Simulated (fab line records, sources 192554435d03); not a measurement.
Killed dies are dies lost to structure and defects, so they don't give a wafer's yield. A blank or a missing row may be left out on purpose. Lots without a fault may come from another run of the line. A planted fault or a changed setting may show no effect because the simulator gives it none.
A struck lot beside a sound one | flow n5_finfet | 37 steps out of a route of 1938
Sound: wafers L293.3, L293.5, L293.6. Struck: wafers L300.1, L300.3, L300.6. The cause comes at the end.
At each step with rows: each side's tool, then ch and its chambers, then its first start. Under that, the readings that differ: sound wafers | struck wafers | difference of the means | sigmas: that difference in standard deviations of wafers without a fault.
alike: readings whose means differ by less than 2 such deviations, and words and numbers that are the same on both sides. not compared: withheld readings, readings that some wafer has no value for, bounds like >300 that may hide the same value, and numbers for which the record gives no deviation and whose values overlap.
The two part at a step that has a row with sigmas, a row that says differs or no value, or rows on one side only. Numbers that don't overlap but have no deviation are shown without sigmas and don't part them. A reading that every wafer of one side lacks parts them only if that side has two wafers or more.

first, 9 steps without rows for these wafers: N5_BEOL_M11_ILD_DEP_00 (deposits SiCOH lowk from DEMS/porogen, target thk 308.51 nm, time 58 s); N5_BEOL_M11_CURE_71 (cures SiCOH lowk, time 240 s); N5_BEOL_M11_PECVD_70 (deposits SiO2 from TEOS/O2, target thk 20 nm, time 22.7 s); N5_BEOL_M11_HM_DEP_02 (deposits TiN, target thk 20 nm); N5_BEOL_M11_COAT_59 (time 60 s, resist thk 100 nm); N5_BEOL_M11_COAT_60 (time 60 s, resist thk 30 nm); N5_BEOL_M11_COAT_05 (resist thk 90 nm); N5_BEOL_M11_EBR_07; N5_BEOL_M11_SOFTBAKE_06 (time 60 s).
N5_BEOL_M11_EXPOSE_08: exposes mask M11.
  sound on arfi_scanner-01 ch 0, day 11 11:11; struck on arfi_scanner-01 ch 0, day 13 20:55
  reading              | sound             | struck            | difference | sigmas
  exposure_dose_mJ_cm2 | 53.73 53.75 53.67 | 47.49 47.53 47.63 | -6.17      | -99 or more
  alike: mask
then, 2 steps without rows for these wafers: N5_BEOL_M11_PEB_09 (peb time 60 s); N5_BEOL_M11_DEVELOP_10 (develop time 30 s).
N5_BEOL_M11_CD_MEAS_11: target cd 64.1 nm.
  sound on cd_sem-03 ch 0, day 11 11:18; struck on cd_sem-01 ch 0, day 13 21:03
  reading    | sound          | struck         | difference | sigmas
  cd_nm (nm) | 64.2 63.6 64.4 | 58.0 58.3 58.0 | -6.0       | -7
then, 1 step without rows for these wafers: N5_BEOL_M11_DESCUM_16 (chemistry O2, time 7.9 s).
N5_BEOL_M11_ETCH_61: etches SiARC in CF4, target depth 39 nm, time 65 s.
  sound on rie_diel-04 ch 0,1,3, day 11 11:28; struck on rie_diel-02 ch 0,1, day 13 21:10
  reading                          | sound       | struck         | difference | sigmas
  model.BEOL_M11.cd_offset_nm (nm) | -0.2 -0.6 0 | -6.4 -5.8 -6.8 | -6.1       |
  alike: drypump_motor_current_A, etch_rf_on_time_s, oes_product_au, rf_vpp_V, showerhead_plenum_p_Torr, throttle_valve_pct
  not compared: rf_hours_counter_h
then, 5 steps without rows for these wafers: N5_BEOL_M11_ETCH_62 (etches SOC in N2/H2, target depth 110 nm, overetch 22 nm, time 165 s); N5_BEOL_M11_STRIP_68 (strips in N2/H2); N5_BEOL_M11_STRIP_67 (strips in CF4); N5_BEOL_M11_HM_OPEN_17 (chemistry Cl2/BCl3, target TiN, target depth 20 nm, overetch 6 nm); N5_BEOL_M11_STRIP_19 (strips in O2).
N5_BEOL_M11_CD_MEAS_18: pitch 140 nm, target cd 70 nm.
  sound on cd_sem-03, day 11 11:53; struck on cd_sem-03, day 13 21:35
  reading    | sound          | struck         | difference | sigmas
  cd_nm (nm) | 69.6 69.0 69.8 | 64.0 64.6 62.9 | -5.6       | -6
then, 13 steps without rows for these wafers: N5_BEOL_M11_COAT_63 (time 60 s, resist thk 100 nm); N5_BEOL_M11_COAT_64 (time 60 s, resist thk 30 nm); N5_BEOL_M11_COAT_22 (resist thk 90 nm); N5_BEOL_M11_EBR_24; N5_BEOL_M11_SOFTBAKE_23 (time 60 s); N5_BEOL_M11_EXPOSE_25 (exposes mask V10); N5_BEOL_M11_PEB_26 (peb time 60 s); N5_BEOL_M11_DEVELOP_27 (develop time 30 s); N5_BEOL_M11_DESCUM_33 (chemistry O2, time 7.9 s); N5_BEOL_M11_ETCH_65 (etches SiARC in CF4, target depth 39 nm, time 65 s); N5_BEOL_M11_ETCH_66 (etches SOC in N2/H2, target depth 120 nm, overetch 24 nm, time 180 s); N5_BEOL_M11_STRIP_69 (strips in N2/H2); N5_BEOL_M11_VIA_ETCH_34 (etches SiCOH lowk in C4F6/O2, target depth 184.5 nm, time 69.2 s).
N5_BEOL_M11_CD_MEAS_35: target cd 70 nm.
  sound on cd_sem-01, day 11 16:13; struck on cd_sem-02, day 14 00:02
  reading    | sound          | struck         | difference | sigmas
  cd_nm (nm) | 70.2 69.2 69.6 | 63.2 64.7 62.8 | -6.1       | -6
N5_BEOL_M15_RC_MEAS_101:
  sound on prober-01 ch 0, day 12 22:59; struck on prober-02 ch 0, day 15 07:18
  reading                    | sound          | struck         | difference | sigmas
  SERP_M11 (ohm/um)          | 3.12 3.10 3.02 | 3.49 3.57 3.60 | +0.47      | +5
  SERP_M11_max_site (ohm/um) | 3.21 3.18 3.12 | 3.54 3.73 3.65 | +0.47      | +4
  alike: COMB_M10, COMB_M10_max_site, COMB_M11, COMB_M12, COMB_M13, COMB_M14, COMB_M15, COMB_M15_max_site, COMB_M5, COMB_M6, COMB_M7, COMB_M8, COMB_M9, SERP_M10, SERP_M12, SERP_M13, SERP_M14, SERP_M5, SERP_M6, SERP_M6_max_site, SERP_M7, SERP_M8, SERP_M9
N5_PASSIVATION_PROBE_49:
  the record has rows for the sound wafers here (prober-02, day 13 14:54) and none for the struck ones

WHERE THEY PART
First at N5_BEOL_M11_EXPOSE_08; last, within this record, at N5_PASSIVATION_PROBE_49.

WHY: what the simulator had put in
Process parameter drift: arfi_scanner-01, from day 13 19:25 on, at N5_BEOL_M11_EXPOSE_08. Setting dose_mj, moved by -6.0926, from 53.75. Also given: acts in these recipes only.
